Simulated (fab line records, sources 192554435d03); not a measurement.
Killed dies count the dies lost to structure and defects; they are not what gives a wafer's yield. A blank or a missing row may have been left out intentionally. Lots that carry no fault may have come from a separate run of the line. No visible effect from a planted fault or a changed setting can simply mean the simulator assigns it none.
Struck lot and sound lot, side by side	flow n5 finfet	37 steps out of a route of 1938
Sound: wafers L520.1, L520.3, L520.6. Struck: wafers L529.1, L529.5, L529.6. The cause comes at the end.
Order at every step that has rows: each side's tool, ch and its chambers, its first start. Under that, the readings that differ: sound wafers	struck wafers	difference of the means	sigmas: that difference in standard deviations of wafers without a fault.
alike: a reading whose means differ by less than 2 such deviations, as well as words and numbers matching on both sides. not compared: withheld readings; readings where some wafer has no value; bounds like >300 that might hide an equal value; numbers whose values overlap and for which the record gives no deviation.
The two part at a step that has a row with sigmas, a row that says differs or no value, or rows on one side only. Numbers that have no deviation but don't overlap get no sigmas and don't part them. A reading missing from all wafers of one side parts the sides only when that side holds two or more wafers.

first, 9 steps without rows for these wafers: N5_BEOL_M4_ANNEAL_95 (time 240 s); N5_BEOL_M4_SPUTTER_96 (material Cu, target thk 4.5 nm, time 8.29 s); N5_BEOL_M4_ECD_50 (material Cu, target thk 300 nm); N5_BEOL_M4_ANNEAL_51 (time 90 s); N5_BEOL_M4_CMP_52 (polishes, stops on SiOC, t overpolish 6.8 s, target thk 40 nm); N5_BEOL_M4_PRE_CLEAN_60 (time 15 s); N5_BEOL_M4_CO_CAP_55 (material Co, precursor CCTBA/H2, target thk 2 nm, time 102.1 s); N5_BEOL_M4_PRE_CLEAN_56 (time 15 s); N5_BEOL_M4_DEP_57 (deposits SiCN from 3MS/NH3, target thk 8 nm, time 14 s).
N5_BEOL_M4_RC_MEAS_101:
  sound on prober-02 ch 0, day 9 06:01; struck on prober-02 ch 0, day 11 18:33
reading	sound	struck	difference	sigmas
IOFF_P (nA/um)	0.25 0.25 0.25	0.17 0.18 0.17	-0.08	-2
ION_P (uA/um)	467 460 471	441 458 450	-16	-2
VT_P (mV)	-247 -246 -248	-257 -254 -255	-8	-3
  alike: DIBL_N, DIBL_P, IOFF_N, ION_N, SS_N, SS_P, VT_N
then, 24 steps without rows for these wafers: N5_BEOL_M5_ILD_DEP_00 (deposits SiCOH lowk from DEMS/porogen, target thk 140.64 nm, time 25.9 s); N5_BEOL_M5_CURE_79 (cures SiCOH lowk, time 240 s); N5_BEOL_M5_PECVD_70 (deposits SiO2 from TEOS/O2, target thk 16 nm, time 18 s); N5_BEOL_M5_HM_DEP_02 (deposits TiN, target thk 20 nm); N5_BEOL_M5_COAT_59 (time 60 s, resist thk 60 nm); N5_BEOL_M5_COAT_60 (time 60 s, resist thk 12 nm); N5_BEOL_M5_COAT_71 (time 60 s, resist thk 5 nm); N5_BEOL_M5_COAT_05 (resist thk 30 nm); N5_BEOL_M5_EBR_07; N5_BEOL_M5_SOFTBAKE_06 (time 60 s); N5_BEOL_M5_EXPOSE_08 (exposes mask M5, target cd 28 nm); N5_BEOL_M5_PEB_09 (peb time 60 s); N5_BEOL_M5_DEVELOP_10 (develop time 30 s); N5_BEOL_M5_DESCUM_16 (chemistry O2, time 7 s); N5_BEOL_M5_ETCH_72 (etches underlayer in N2/H2, target depth 6.5 nm, time 5.2 s); N5_BEOL_M5_ETCH_61 (etches SiARC in CF4, target depth 15.6 nm, time 26 s); N5_BEOL_M5_ETCH_62 (etches SOC in N2/H2, target depth 75 nm, overetch 15 nm, time 112.5 s); N5_BEOL_M5_STRIP_63 (strips in N2/H2); N5_BEOL_M5_STRIP_73 (strips in N2/H2); N5_BEOL_M5_STRIP_64 (strips in CF4); N5_BEOL_M5_HM_OPEN_17 (chemistry Cl2/BCl3, target TiN, target depth 20 nm, overetch 6 nm); N5_BEOL_M5_STRIP_19 (strips in O2); N5_BEOL_M5_COAT_65 (time 60 s, resist thk 60 nm); N5_BEOL_M5_COAT_66 (time 60 s, resist thk 12 nm).
N5_BEOL_M6_SPUTTER_48: material Cu, target thk 10 nm, time 1.667 s.
  struck on pvd sputter-02, day 12 21:29; sound on pvd sputter-03, day 10 01:37
  no value came back on the struck wafers for bias v (V), cathode dc power W (W), throttle valve pct (%); on the sound wafers bias v (V) reads 60.0 60.2 59.5
N5_BEOL_M6_CMP_52: polishes, stops on SiCOH lowk, t overpolish 6.9 s, target thk 80 nm.
  sound on cmp-03 ch 1,3, day 10 02:19; struck on cmp-04 ch 1,2, day 12 22:17
reading	sound	struck	difference	sigmas
time to endpoint s (s)	58 56 60	0 0 0	-58	-17
  alike: motor current A, slurry filter dp kPa
-- the record jumps here: 3 days lie between the struck wafers' starts before and after (it left off in module BEOL_M6 and takes up again in module PASSIVATION, whose first step shown is number 1936 of the route) --
N5_PASSIVATION_PROBE_49:
  the record has rows for the struck wafers here (prober-02, day 16 10:05) and none for the sound ones

WHERE THEY PART
Earliest at N5_BEOL_M4_RC_MEAS_101; latest, in this record, at N5_PASSIVATION_PROBE_49.

WHY: the cause the simulator had injected
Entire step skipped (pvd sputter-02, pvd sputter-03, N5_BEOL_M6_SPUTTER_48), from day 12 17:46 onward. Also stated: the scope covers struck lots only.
